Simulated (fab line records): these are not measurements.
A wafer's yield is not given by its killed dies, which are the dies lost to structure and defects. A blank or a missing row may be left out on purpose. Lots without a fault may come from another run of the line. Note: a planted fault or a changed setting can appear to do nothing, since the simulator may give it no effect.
8D (eight disciplines) problem report, filled in by code -- flow n5-finfet -- the parts of the form that need people (team, actions taken, sign-off) are left out

1. THE PROBLEM
Mean M13_ILD_THK at N5_BEOL_M13_THK_MEAS_01: 981 nm over 3 wafers in 3 lots; fault-free wafers: 845 nm, standard deviation 11. Relative to the usual mean, that is a shift of +12 standard deviations.
First seen on wafer L836.2, day 17 04:02, on film-metro-01. Wafers with a number at this step in the record: 26, from 12 lots. Rule for "out" (also "out of limits"): further than 4 standard deviations from the usual mean. Any other wafer with a number is counted as sound.

2. WHAT IT IS AND WHAT IT IS NOT
question,is,is not
which readings at this step,M13_ILD_THK,-
which lots,"L836, L840, L842","L821, L823, L824, L825, L826, L832, L834, L839, L841"
which wafers of those lots,"L836.2, L840.2, L842.6","L836.1, L840.1, L842.3"
read on which gauges,"film-metro-01, film-metro-02",-
when,from day 17 04:02,"up to then (18 sound wafers); but 5 sound wafers of L840, L841, L842 came after"

3. THE SUSPECTS, EACH WITH WHAT RULES IT OUT
Counting: if a tool at a process step up to the reading ran every lot that is out, it stays a suspect. Sound lots after the first of them don't rule it out here, since some wafers of a struck lot are sound.
- the gauge at N5_BEOL_M13_THK_MEAS_01: ruled out. The wafers that are out were read on 2 gauges (film-metro-01, film-metro-02).
- pecvd-04 at N5_BEOL_M13_ILD_DEP_00 (deposits SiOC from DEMS/O2, target thk 837.92 nm, time 166.4 s): kept. It ran every lot that is out, first L836 (day 17 03:49); its last sound lot up to then is L834 (day 15 19:06). Out on those wafers are its own readings of run-length-s.
Remaining after the count: pecvd-04 at N5_BEOL_M13_ILD_DEP_00.

4. THE CAUSE (what the simulator had put in)
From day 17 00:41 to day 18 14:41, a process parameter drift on pecvd-04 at N5_BEOL_M13_ILD_DEP_00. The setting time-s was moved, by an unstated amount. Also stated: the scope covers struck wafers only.
The count eliminated every tool but this one.

5. THE CHAIN OF EFFECTS, in route order
One row per reading whose mean, taken over the struck wafers that have a number, lies over 3 standard deviations from the usual. Only readings whose record carries a usual standard deviation are examined. hours: median over the lots of the time between each lot's start at the first step of this table that gives one and its start at this step. sigmas: the change, counted in usual standard deviations.
hours,step,reading,usual,on struck wafers,change,sigmas
0,N5_BEOL_M13_ILD_DEP_00,run-length-s,211.3 s,237.9,+26.6,+57
0,N5_BEOL_M13_THK_MEAS_01,M13_ILD_THK,845 nm,981,+136,+12
1,N5_BEOL_M13_STRIP_63,oes-product-au,0.673 a.u.,0.621,-0.052,-9.5
1,N5_BEOL_M13_STRIP_63,strip-time-to-endpoint-s,27.2 s,13.5,-13.7,-12
Its process steps:
- N5_BEOL_M13_ILD_DEP_00: deposits SiOC from DEMS/O2, target thk 837.92 nm, time 166.4 s.
- N5_BEOL_M13_STRIP_63: strips in N2/H2.

6. WHAT WOULD HAVE CAUGHT IT SOONER
3 hours passed between the start of the fault at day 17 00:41 and the first reading out of limits at a measuring or inspecting step in this record, taken at day 17 04:02.
At N5_BEOL_M13_ILD_DEP_00, the tool's own readings (run-length-s) were out on each struck wafer the step has a row for, so an alarm limit on them would have fired on the first such wafer.
Of the lots that are out (3), L840, L842 began N5_BEOL_M13_ILD_DEP_00 on pecvd-04 after day 17 04:02. A hold on the tool at that time would have spared those 2.
